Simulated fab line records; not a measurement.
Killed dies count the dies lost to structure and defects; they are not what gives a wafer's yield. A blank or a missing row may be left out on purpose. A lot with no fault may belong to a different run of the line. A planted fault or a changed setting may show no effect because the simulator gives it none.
Chamber matching | flow n5Finfet | N5_BEOL_M6_ILD_DEP_00 on pecvd-01 has 3 sister chambers
The step deposits SiCOH lowk from DEMS/porogen, target thk 179.75 nm, time 33.4 s. 6 wafers are shown with their chamber, then 7 later ones without.

WAFERS PAIRED WITH THEIR CHAMBERS
wafer  | chamber | throttleValvePct (%) | heaterPowerW (W)
L084.6 | 2       | 14.0                 | 241
L088.1 | 0       | 13.9                 | 295
L088.4 | 2       | 14.1                 | 278
L088.5 | 1       | 15.0                 | 319
L089.1 | 1       | 15.2                 | 283
L089.3 | 0       | 13.9                 | 289

WAFERS WITH NO CHAMBER GIVEN
wafer  | throttleValvePct (%) | heaterPowerW (W)
L089.6 | 14.7                 | 295
L095.1 | 14.1                 | 269
L095.4 | 14.1                 | 278
L095.5 | 15.0                 | 283
L094.1 | 14.5                 | 237
L094.4 | 14.0                 | 240
L094.6 | 14.3                 | 248

WHICH CHAMBER EACH ONE RAN IN
wafer  | from the rows above     | in truth
L089.6 | 1                       | 1
L095.1 | can't be placed: 2 or 0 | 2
L095.4 | can't be placed: 2 or 0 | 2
L095.5 | 1                       | 1
L094.1 | 2                       | 2
L094.4 | can't be placed: 2 or 0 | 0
L094.6 | 2                       | 2
4 of 7 placed correctly. These rows do not allow placing 3 (true chamber among the candidates in 3). Number placed wrongly: 0.
How it was worked out, from the rows above alone: a wafer's distance from a chamber is the root of the sum, over the readings, of the square of ((its reading less the chamber's mean) divided by the reading's scatter). The wafer belongs to the nearest chamber; if the next one is less than 2 further off, it can't be placed. The mean given for a chamber averages the wafers shown for that chamber. How the scatter is found: for the shown wafers, subtract from each reading the mean of its chamber, square and add these, divide the total by (wafers less chambers), then take the root.
